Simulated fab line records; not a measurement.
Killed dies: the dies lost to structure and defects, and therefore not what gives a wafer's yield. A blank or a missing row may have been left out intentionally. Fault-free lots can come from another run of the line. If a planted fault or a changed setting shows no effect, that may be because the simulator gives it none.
Comparing a struck lot with a sound one -- flow n5Finfet -- 13 steps out of a route of 1938
Sound: the wafers L629.1, L629.3, L629.5. Wafers struck: L620.1, L620.4, L620.5. The cause comes at the end.
Each step with rows lists, per side, the tool, then ch with its chambers, then its first start. Under that, the readings that differ: sound wafers -- struck wafers -- difference of the means -- sigmas: that difference in standard deviations of wafers without a fault.
alike: same words and numbers on both sides, and readings whose means sit less than 2 such deviations apart. not compared: any withheld reading, any reading some wafer has no value for, any bound like >300 that may hide the same value, and any number with overlapping values for which the record gives no deviation.
The two part at a step that has a row with sigmas, a row that says differs or no value, or rows on one side only. Numbers that don't overlap but have no deviation are shown without sigmas and don't part them. Lack of a reading on every wafer of one side parts them only where that side has two or more wafers.

first, 9 steps without rows for these wafers: N5_BEOL_M2_EBR_24; N5_BEOL_M2_SOFTBAKE_23 (time 60 s); N5_BEOL_M2_EXPOSE_25 (exposes mask V1, defocus 5 nm); N5_BEOL_M2_PEB_26 (peb time 60 s); N5_BEOL_M2_DEVELOP_27 (develop time 30 s); N5_BEOL_M2_DESCUM_33 (chemistry O2, time 7 s); N5_BEOL_M2_ETCH_77 (etches underlayer in N2/H2, target depth 6.5 nm, time 5.2 s); N5_BEOL_M2_ETCH_69 (etches SiARC in CF4, target depth 15.6 nm, time 26 s); N5_BEOL_M2_ALD_98 (deposits SiO2, target thk 2.5 nm, pulse time 1 s, co reactant pulse time 1 s).
N5_BEOL_M2_ETCHBACK_99: etches SiO2 in CHF3, target depth 5 nm, time 10.4 s.
  sound on rieDiel-04 ch 0,1,3, day 12 11:49; struck on rieDiel-04 ch 0,2,3, day 9 22:31
  no value came back on the struck wafers for any of 7 readings (CHF3_flow_sccm (sccm), biasW (W) and others); on the sound wafers CHF3_flow_sccm (sccm) reads 11.99 11.97 11.96
reading,sound,struck,difference,sigmas
model.CAR-EUV_of_BEOL_M2_COAT_22.thkNm (nm),10.4 10.4 10.4,11.2 11.2 11.2,+0.8,
  not compared: rfHoursCounterH
then, 1 step without rows for these wafers: N5_BEOL_M2_ETCH_70 (etches SOC in N2/H2, target depth 80 nm, overetch 24 nm, time 130 s).
N5_BEOL_M4_RC_MEAS_101:
  the record has rows for the sound wafers here (prober-02 ch 0, day 13 15:05) and none for the struck ones
-- the record jumps here: 6 days lie between the struck wafers' starts before and after (it left off in module BEOL_M4 and takes up again in module PASSIVATION, whose first step shown is number 1936 of the route) --
N5_PASSIVATION_PROBE_49:
  record: rows for the struck wafers here (prober-01, day 15 21:04), none for the sound ones

## WHERE THEY PART
Earliest at N5_BEOL_M2_ETCHBACK_99; latest, in this record, at N5_PASSIVATION_PROBE_49.

WHY: what had been put in by the simulator
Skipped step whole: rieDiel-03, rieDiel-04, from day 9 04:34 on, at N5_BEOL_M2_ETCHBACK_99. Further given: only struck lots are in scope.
